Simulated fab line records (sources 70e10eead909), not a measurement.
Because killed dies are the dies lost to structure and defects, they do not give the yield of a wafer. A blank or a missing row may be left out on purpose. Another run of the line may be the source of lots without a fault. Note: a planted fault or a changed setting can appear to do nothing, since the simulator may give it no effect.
A struck lot beside a sound one ; flow nand_harc ; 20 out of 1159 route steps
Sound: wafers L132.1, L132.5, L132.6. Struck: wafers L123.3, L123.5, L123.6. The cause is named last.
Order at every step that has rows: each side's tool, ch and its chambers, its first start. Under that, the readings that differ: sound wafers ; struck wafers ; difference of the means ; sigmas: that difference in standard deviations of wafers without a fault.
alike: same words and numbers on both sides, and readings whose means sit less than 2 such deviations apart. not compared: any withheld reading, any reading some wafer has no value for, any bound like >300 that may hide the same value, and any number with overlapping values for which the record gives no deviation.
Wherever a step has rows on one side only, a row that says differs or no value, or a row with sigmas, the two part there. When numbers do not overlap yet have no deviation, they are printed without sigmas and do not part them. A reading that every wafer of one side lacks parts them only if that side has two wafers or more.

NHARC_P_ZERO_WELL_CD_MEAS_37: the cd target is 720 nm.
  sound on cd_sem-02 ch 0, day 4 21:59; struck on cd_sem-01 ch 0, day 2 16:07
  alike: cd_nm
then, 1 step without rows for these wafers: NHARC_P_ZERO_WELL_HARDBAKE_38 (time 80 s).
NHARC_P_ZERO_WELL_DESCUM_39: chemistry O2, time 3 s.
  sound on rie_diel-09 ch 0,1,2, day 4 22:11; struck on rie_diel-07 ch 0,2,3, day 2 16:17
  alike: drypump_motor_current_A, oes_product_au, rf_vpp_V, showerhead_plenum_p_Torr, throttle_valve_pct
  not compared: rf_hours_counter_h
then, 9 steps without rows for these wafers: NHARC_P_ZERO_WELL_IMPLANT_40; NHARC_P_ZERO_WELL_IMPLANT_59; NHARC_P_ZERO_WELL_IMPLANT_60; NHARC_P_ZERO_WELL_STRIP_41 (strips in SPM, time 840 s); NHARC_P_ZERO_WELL_DEHYDRATE_44 (time 120 s); NHARC_P_ZERO_WELL_HMDS_45 (time 30 s); NHARC_P_ZERO_WELL_COAT_46; NHARC_P_ZERO_WELL_SOFTBAKE_47 (time 95 s); NHARC_P_ZERO_WELL_EBR_48.
NHARC_P_ZERO_WELL_EXPOSE_49: exposes mask P HVPW, target cd 2000 nm.
  sound on krf_scanner-03 ch 0, day 4 23:28; struck on krf_scanner-01 ch 0, day 2 17:36
reading;sound;struck;difference;sigmas
mask;P_HVPW#0 P_HVPW#0 P_HVPW#0;P_HVPW_R1#0 P_HVPW_R1#0 P_HVPW_R1#0;differs;
then, 2 steps without rows for these wafers: NHARC_P_ZERO_WELL_PEB_50 (peb time 85 s); NHARC_P_ZERO_WELL_DEVELOP_51 (time 70 s).
NHARC_P_ZERO_WELL_CD_MEAS_52: the cd target is 2000 nm.
  sound on cd_sem-01 ch 0, day 4 23:38; struck on cd_sem-02 ch 0, day 2 17:45
reading;sound;struck;difference;sigmas
cd_nm (nm);2001.2 2002.9 1998.0;1852.6 1853.2 1852.9;-147.8;-59
then, 1 step without rows for these wafers: NHARC_P_ZERO_WELL_HARDBAKE_53 (time 80 s).
NHARC_P_ZERO_WELL_DESCUM_54: chemistry O2, time 3 s.
  sound on rie_diel-01 ch 0,1, day 4 23:47; struck on rie_diel-07 ch 0,1,3, day 2 17:56
reading;sound;struck;difference;sigmas
model.P_ZERO_WELL.cd_nm (nm);2001 2003 1997;1852 1854 1852;-148;
  alike: drypump_motor_current_A, oes_product_au, rf_vpp_V, showerhead_plenum_p_Torr, throttle_valve_pct
  not compared: rf_hours_counter_h
next, for these wafers, 1 step has no rows: NHARC_P_ZERO_WELL_IMPLANT_55.
-- break in the record here, with 18 days between the starts of the struck wafers on either side (left off in module P_ZERO_WELL, picked up again in module END, where the first step shown is number 1159 on the route) --
NHARC_END_SORT_01:
  only the struck wafers appear in the record here, on prober-01 ch 0 at day 21 01:41; the sound ones have no rows

WHERE THEY PART
First at NHARC_P_ZERO_WELL_EXPOSE_49; last, within this record, at NHARC_END_SORT_01.

WHY: the cause the simulator had injected
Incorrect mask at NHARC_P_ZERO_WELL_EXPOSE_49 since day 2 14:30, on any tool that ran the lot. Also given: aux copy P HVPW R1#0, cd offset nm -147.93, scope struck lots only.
